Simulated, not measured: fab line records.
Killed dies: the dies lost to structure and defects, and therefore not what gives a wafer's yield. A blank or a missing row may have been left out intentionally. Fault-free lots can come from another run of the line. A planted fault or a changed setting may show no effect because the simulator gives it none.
A lot that was struck, set against a sound lot | flow nandHarc | 14 out of 1302 route steps
Sound: these wafers, L599.1, L599.2, L599.5. Struck: wafers L601.2, L601.3, L601.6. The cause is given at the end.
For every step that has rows: the tool of each side, followed by ch and its chambers, followed by its first start. Under that, the readings that differ: sound wafers | struck wafers | difference of the means | sigmas: that difference in standard deviations of wafers without a fault.
alike: readings whose means differ by less than 2 such deviations, and words and numbers that are the same on both sides. not compared: withheld readings, readings that some wafer has no value for, bounds like >300 that may hide the same value, and numbers for which the record gives no deviation and whose values overlap.
The two part at a step that has a row with sigmas, a row that says differs or no value, or rows on one side only. Numbers that have no deviation but don't overlap get no sigmas and don't part them. Lack of a reading on every wafer of one side parts them only where that side has two or more wafers.

NHARC_A_CHANNEL_FILL_D2_ALD_16: deposits SiO2, target thk 1.5 nm, pulse time 10 s, ald cycles 15.
  sound on aldHk-04 ch 1,2,3, day 18 21:01; struck on aldHk-04 ch 0,2,3, day 20 04:01
  alike: heaterPowerOuterW, heaterPowerW, precursorPulseHeightRel
then, 2 steps without rows for these wafers: NHARC_A_CHANNEL_FILL_D2_ANNEAL_17 (time 1800 s); NHARC_A_CHANNEL_FILL_D2_CVD_18 (deposits poly-Si, target thk 3 nm).
NHARC_A_CHANNEL_FILL_D2_ETCHBACK_19: etches the open film in HBr/Cl2, target depth 5 nm, time 1.7 s.
  sound on rieSi-04 ch 0,1,2, day 19 08:47; struck on rieSi-04 ch 0,1, day 20 15:50
  alike: biasW, chamberPressureMTorr, drypumpMotorCurrentA, oesProductAu, throttleValvePct
  not compared: rfHoursCounterH
NHARC_A_CHANNEL_FILL_D2_ETCHBACK_20: etches the open film in C4F8/O2/Ar, target depth 27 nm, time 13.5 s.
  sound on rieDiel-02 ch 0,2, day 19 08:54; struck on rieDiel-02 ch 2,3, day 20 15:58
  alike: biasW, chamberPressureMTorr, oesProductAu, rfVppV
  not compared: rfHoursCounterH
NHARC_A_CHANNEL_FILL_D2_STRIP_28: strips in O2, time 20 s.
  sound on rieDiel-02 ch 0,1,2, day 19 08:59; struck on rieDiel-02 ch 0,2,3, day 20 16:05
  alike: drypumpMotorCurrentA, oesProductAu, rfVppV, showerheadPlenumPTorr, throttleValvePct
  not compared: rfHoursCounterH
then, 5 steps without rows for these wafers: NHARC_A_CHANNEL_FILL_D2_PRECLEAN_21 (cleans in dHF, time 30 s); NHARC_A_CHANNEL_FILL_D2_SRD_23; NHARC_A_CHANNEL_FILL_D2_CVD_05 (deposits poly-Si, target thk 5 nm); NHARC_A_CHANNEL_FILL_D2_ANNEAL_22 (time 7200 s); NHARC_A_CHANNEL_FILL_D2_ALD_25 (deposits SiOx, target thk 60 nm, pulse time 10 s, ald cycles 600).
NHARC_A_CHANNEL_FILL_D2_ETCHBACK_08: etches the open film in C4F8, target depth 220 nm, time 110 s.
  sound on rieDiel-06 ch 0,2,3, day 20 02:32; struck on rieDiel-02 ch 1,2, day 21 09:25
  no value came back on the struck wafers for chamberPressureMTorr (mTorr), oesProductAu (a.u.), rfVppV (V); on the sound wafers chamberPressureMTorr (mTorr) reads 24.979 25.011 24.950
  not compared: rfHoursCounterH
NHARC_A_CHANNEL_FILL_D2_STRIP_29: strips in O2, time 20 s.
  sound on rieDiel-06 ch 1,2; struck on rieDiel-02 ch 1,2,3, day 21 09:33
reading                      | sound          | struck         | difference | sigmas
showerheadPlenumPTorr (Torr) | 3.39 3.54 3.39 | 3.75 3.61 3.67 | +0.24      | +2
  alike: drypumpMotorCurrentA, oesProductAu, rfVppV, throttleValvePct
  not compared: rfHoursCounterH
-- break in the record here, with 9 days between the starts of the struck wafers on either side (left off in module A_CHANNEL_FILL_D2, picked up again in module END, where the first step shown is number 1302 on the route) --
NHARC_END_SORT_01:
  sound on prober-02 ch 0, day 29 14:50; struck on prober-01 ch 0, day 30 19:16
reading       | sound    | struck      | difference | sigmas
killedAtArray | 47 38 59 | 673 672 674 | +625       | +33
killedAtOther | 0 0 1    | 4 3 1       | +2         | +2
killedDies    | 52 45 65 | 677 677 677 | +623       | +33
  alike: killedAtPeriphery, killedOpen, killedShort

## WHERE THEY PART
Last at NHARC_END_SORT_01 as far as this record goes, first at NHARC_A_CHANNEL_FILL_D2_ETCHBACK_08.

WHY: what had been put in by the simulator
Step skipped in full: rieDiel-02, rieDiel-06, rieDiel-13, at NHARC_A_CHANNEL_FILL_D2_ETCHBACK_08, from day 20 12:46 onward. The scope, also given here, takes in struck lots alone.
